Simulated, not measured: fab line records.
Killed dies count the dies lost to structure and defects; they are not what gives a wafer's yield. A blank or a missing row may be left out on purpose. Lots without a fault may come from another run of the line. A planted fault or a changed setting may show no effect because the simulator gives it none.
A struck lot beside a sound one | flow n5Finfet | 37 out of 1938 route steps
Sound: wafers L354.3, L354.4, L354.6. Wafers L362.1, L362.2, L362.4 were the ones struck. The cause comes at the end.
At each step with rows: each side's tool, then ch and its chambers, then its first start. Under that, the readings that differ: sound wafers | struck wafers | difference of the means | sigmas: that difference in standard deviations of wafers without a fault.
alike: readings whose means differ by less than 2 such deviations, and words and numbers that are the same on both sides. not compared: withheld readings, readings that some wafer has no value for, bounds like >300 that may hide the same value, and numbers for which the record gives no deviation and whose values overlap.
A row with sigmas, a row that says differs or no value, or rows on one side alone: a step with any of these is where the two part. Numbers that don't overlap but have no deviation are shown without sigmas and don't part them. A reading that every wafer of one side lacks parts them only if that side has two wafers or more.

first, 9 steps without rows for these wafers: N5_PMOS_HMC_CHANNEL_EPI_EXPOSE_06 (exposes mask PMOS HMC BLK, target cd 240 nm); N5_PMOS_HMC_CHANNEL_EPI_PEB_07 (peb time 60 s); N5_PMOS_HMC_CHANNEL_EPI_DEVELOP_08 (develop time 30 s); N5_PMOS_HMC_CHANNEL_EPI_DESCUM_14 (chemistry O2, time 7.9 s); N5_PMOS_HMC_CHANNEL_EPI_ETCH_32 (etches BARC in N2/H2, stops on SiO2, target depth 85.8 nm, time 50.3 s); N5_PMOS_HMC_CHANNEL_EPI_HM_OPEN_15 (chemistry CHF3/O2, target SiO2, target depth 40.6 nm, time 20.3 s); N5_PMOS_HMC_CHANNEL_EPI_STRIP_33 (strips in N2/H2); N5_PMOS_HMC_CHANNEL_EPI_STRIP_17 (strips in SPM, time 750 s); N5_PMOS_HMC_CHANNEL_EPI_ETCH_38 (etches SiO2 in CF4, target depth 1.5 nm).
N5_PMOS_HMC_CHANNEL_EPI_FIN_RECESS_16: chemistry HBr/Cl2, target Si, target depth 54 nm, time 18 s.
  sound on rieSi-02 ch 0,1, day 2 00:26; struck on rieSi-02 ch 0,1,3, day 3 23:51
  no value came back on the struck wafers for any of 6 readings (HBr_flow_sccm (sccm), biasW (W) and others); on the sound wafers HBr_flow_sccm (sccm) reads 150.2 149.4 149.7
reading                                                 | sound             | struck            | difference | sigmas
model.SiO2_of_PMOS_HMC_CHANNEL_EPI_HM_DEP_34.thkNm (nm) | 30.74 30.29 31.22 | 34.06 33.74 34.75 | +3.43      | 
  not compared: rfHoursCounterH
then, 1 step without rows for these wafers: N5_PMOS_HMC_CHANNEL_EPI_PRECLEAN_36 (cleans in O3/DIW, time 45 s).
N5_PMOS_HMC_CHANNEL_EPI_PRECLEAN_18: cleans in DHF, time 30 s.
  sound on wetBench-04 ch 2,6,7, day 2 00:33; struck on wetBench-06 ch 4,5,6, day 3 23:58
reading                                                 | sound             | struck            | difference | sigmas
model.SiO2_of_PMOS_HMC_CHANNEL_EPI_HM_DEP_34.thkNm (nm) | 25.32 24.85 25.79 | 28.48 28.16 29.16 | +3.28      | 
  alike: tempC
then, 22 steps without rows for these wafers: N5_PMOS_HMC_CHANNEL_EPI_SRD_19 (time 30 s); N5_PMOS_HMC_CHANNEL_EPI_EPI_20 (deposits SiGe30, target thk 59 nm); N5_PMOS_HMC_CHANNEL_EPI_HM_STRIP_35 (strips SiO2 in dHF, material SiO2, target depth 39.6 nm, time 216 s); N5_PMOS_HMC_CHANNEL_EPI_SRD_39 (time 30 s); N5_PMOS_HMC_CHANNEL_EPI_CMP_21 (polishes SiGe30, target thk 54 nm); N5_PMOS_HMC_CHANNEL_EPI_PRECLEAN_40 (cleans in DHF, time 30 s); N5_PMOS_HMC_CHANNEL_EPI_PRECLEAN_37 (cleans in O3/DIW, time 45 s); N5_PMOS_HMC_CHANNEL_EPI_PRECLEAN_24 (cleans in DHF, time 30 s); N5_PMOS_HMC_CHANNEL_EPI_SRD_25 (time 30 s); N5_PMOS_HMC_CHANNEL_EPI_EPI_26 (deposits Si from SiH4/H2, target thk 3.8 nm, time 22.7 s); N5_FIN_SAQP_PRECLEAN_42 (cleans in O3/DIW, time 60 s); N5_FIN_SAQP_PRECLEAN_00 (cleans in SC1, time 60 s); N5_FIN_SAQP_PRECLEAN_44 (cleans in SC2, time 45 s); N5_FIN_SAQP_SRD_01 (time 30 s); N5_FIN_SAQP_ALD_61 (deposits SiO2, target thk 4 nm, pulse time 1 s, purge time 2 s); N5_FIN_SAQP_DENSIFY_62 (time 60 s); N5_FIN_SAQP_HM_DEP_03 (deposits SiNx from SiH4/NH3/N2, target thk 38 nm, time 33.6 s); N5_FIN_SAQP_PECVD_47 (deposits a-Si from SiH4/He, target thk 45 nm, time 36.3 s); N5_FIN_SAQP_PECVD_48 (deposits SiNx from SiH4/NH3/N2, target thk 25 nm, time 22.1 s); N5_FIN_SAQP_PECVD_06 (deposits a-Si from SiH4/He, target thk 60 nm, time 48.1 s); N5_FIN_SAQP_HM_DEP_72 (deposits SiO2 from SiH4/N2O, target thk 12 nm, time 7.2 s); N5_FIN_SAQP_COAT_49 (time 60 s, resist thk 100 nm).
N5_FIN_SAQP_OVL_MEAS_17:
  sound on overlay-02 ch 0, day 2 05:02; struck on overlay-02 ch 0, day 4 04:00
reading           | sound         | struck | difference                    | sigmas
FIN_CORE_OVL (nm) | -0.6 0.1 -0.5 | - - -  | no value on the struck wafers | 
-- the record jumps here: 6 days lie between the struck wafers' starts before and after (it left off in module FIN_SAQP and takes up again in module BEOL_M4, whose first step shown is number 1111 of the route) --
N5_BEOL_M4_RC_MEAS_101:
  sound on prober-01 ch 0, day 8 17:20; struck on prober-02 ch 0, day 10 12:01
reading             | sound                      | struck                  | difference | sigmas
CJ_P                | 5.83 5.97 5.98             | 6.39 6.37 6.48          | +0.49      | +3
DIBL_P (mV/V)       | 35.9 39.4 35.1             | 55.0 55.8 51.2          | +17.2      | +7
IOFF_P (nA/um)      | 0.21 0.28 0.20             | 0.00 0.00 0.00          | -0.23      | -5
IOFF_P_85C (nA/um)  | 3.6 4.7 3.5                | 0.1 0.1 0.0             | -3.9       | -6
IOFF_P_LIN (nA/um)  | 0.098 0.123 0.095          | 0.001 0.001 0.001       | -0.104     | -7
IOFF_P_LONG (nA/um) | 0.000105 0.000107 0.000108 | 3.1e-05 3.1e-05 3.3e-05 | -7.5e-05   | -9
ION_P (uA/um)       | 455 472 462                | 119 119 120             | -344       | -45
REXT_P (ohm.um)     | 104.6 106.1 106.9          | 81.4 81.0 80.1          | -25.0      | -9
SS_P (mV/dec)       | 73.2 74.0 73.7             | 76.8 76.2 75.6          | +2.6       | +4
VT_P (mV)           | -254 -244 -251             | -414 -409 -413          | -162       | -48
VT_P_LONG (mV)      | -277.0 -275.7 -274.3       | -493.8 -491.4 -493.4    | -217.2     | -75
VT_P_LVT (mV)       | -99.6 -95.2 -99.9          | -261.6 -262.2 -264.3    | -164.5     | -59
  alike: DIBL_N, IOFF_N, ION_N, SS_N, VT_N
-- the record jumps here: 4 days lie between the struck wafers' starts before and after (it left off in module BEOL_M4 and takes up again in module PASSIVATION, whose first step shown is number 1936 of the route) --
N5_PASSIVATION_PROBE_49:
  sound: prober-02 at day 13 15:20; struck: prober-01 at day 14 23:19
reading              | sound          | struck            | difference | sigmas
sort_bin_8_speed (%) | 0 0 0          | 92.54 91.36 89.49 | +91.13     | +99 or more
sortNPass            | 1104 1094 1090 | 0 0 0             | -1096      | -58
sortYieldPct (%)     | 93.6 92.7 92.4 | 0 0 0             | -93        | -58
  alike: defectLimitedYield, killed_at_M0_to_M3, killed_at_M4_up, killedAtContacts, killedAtFrontEnd, killedAtOther, killedDies, killedOpen, killedShort, sort_bin_5_function, sort_bin_6_memory

== WHERE THEY PART ==
Last at N5_PASSIVATION_PROBE_49 as far as this record goes, first at N5_PMOS_HMC_CHANNEL_EPI_FIN_RECESS_16.

WHY: the cause the simulator had injected
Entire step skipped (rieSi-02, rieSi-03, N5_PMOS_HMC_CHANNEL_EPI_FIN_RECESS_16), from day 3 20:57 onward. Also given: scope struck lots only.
